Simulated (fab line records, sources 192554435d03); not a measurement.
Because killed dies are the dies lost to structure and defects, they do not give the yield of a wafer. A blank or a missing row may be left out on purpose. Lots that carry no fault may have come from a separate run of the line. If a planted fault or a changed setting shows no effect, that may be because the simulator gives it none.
Matching of chambers :: flow n5Finfet :: N5_ILD0_CMP_07 on cmp-02 has 4 sister chambers
The step polishes SiO2 flowable, stops on poly-Si, t overpolish 1.18 s, target thk 138.88 nm. 4 wafers are shown with their chamber, then 8 later ones without.

== WAFERS WITH THEIR CHAMBER ==
wafer: L078.1
chamber: 1
motorCurrentA (A): 12.2

wafer: L082.2
chamber: 2
motorCurrentA (A): 11.4

wafer: L082.5
chamber: 3
motorCurrentA (A): 11.8

wafer: L088.2
chamber: 0
motorCurrentA (A): 12.0

== WAFERS WITHOUT THEIR CHAMBER ==
wafer: L088.3
motorCurrentA (A): 11.8

wafer: L088.5
motorCurrentA (A): 11.9

wafer: L093.2
motorCurrentA (A): 11.2

wafer: L093.3
motorCurrentA (A): 11.8

wafer: L093.5
motorCurrentA (A): 11.9

wafer: L094.1
motorCurrentA (A): 11.4

wafer: L094.2
motorCurrentA (A): 12.0

wafer: L094.3
motorCurrentA (A): 11.2

== CHAMBER TAKEN BY EACH ==
wafer: L088.3
from the rows above: can't be placed: 3 or 0
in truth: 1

wafer: L088.5
from the rows above: can't be placed: 0 or 3 or 1
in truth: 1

wafer: L093.2
from the rows above: 2
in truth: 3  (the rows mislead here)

wafer: L093.3
from the rows above: can't be placed: 3 or 0
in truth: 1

wafer: L093.5
from the rows above: can't be placed: 0 or 3 or 1
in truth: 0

wafer: L094.1
from the rows above: 2
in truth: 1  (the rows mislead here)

wafer: L094.2
from the rows above: can't be placed: 0 or 1 or 3
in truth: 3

wafer: L094.3
from the rows above: 2
in truth: 2
1 of 8 placed correctly. Cannot be placed on the basis of these rows: 5; the candidates contain the true chamber in 3. Wrongly placed: 2.
How it was worked out, from the rows above alone: a wafer's distance from a chamber is the root of the sum, over the readings, of the square of ((its reading less the chamber's mean) divided by the reading's scatter). The wafer belongs to the nearest chamber; if the next one is less than 2 further off, it can't be placed. Each chamber's mean is taken over the wafers shown for it. The scatter: with one shown wafer a chamber, the root of the mean of the squares of how far each hidden wafer lies from its nearest shown one.
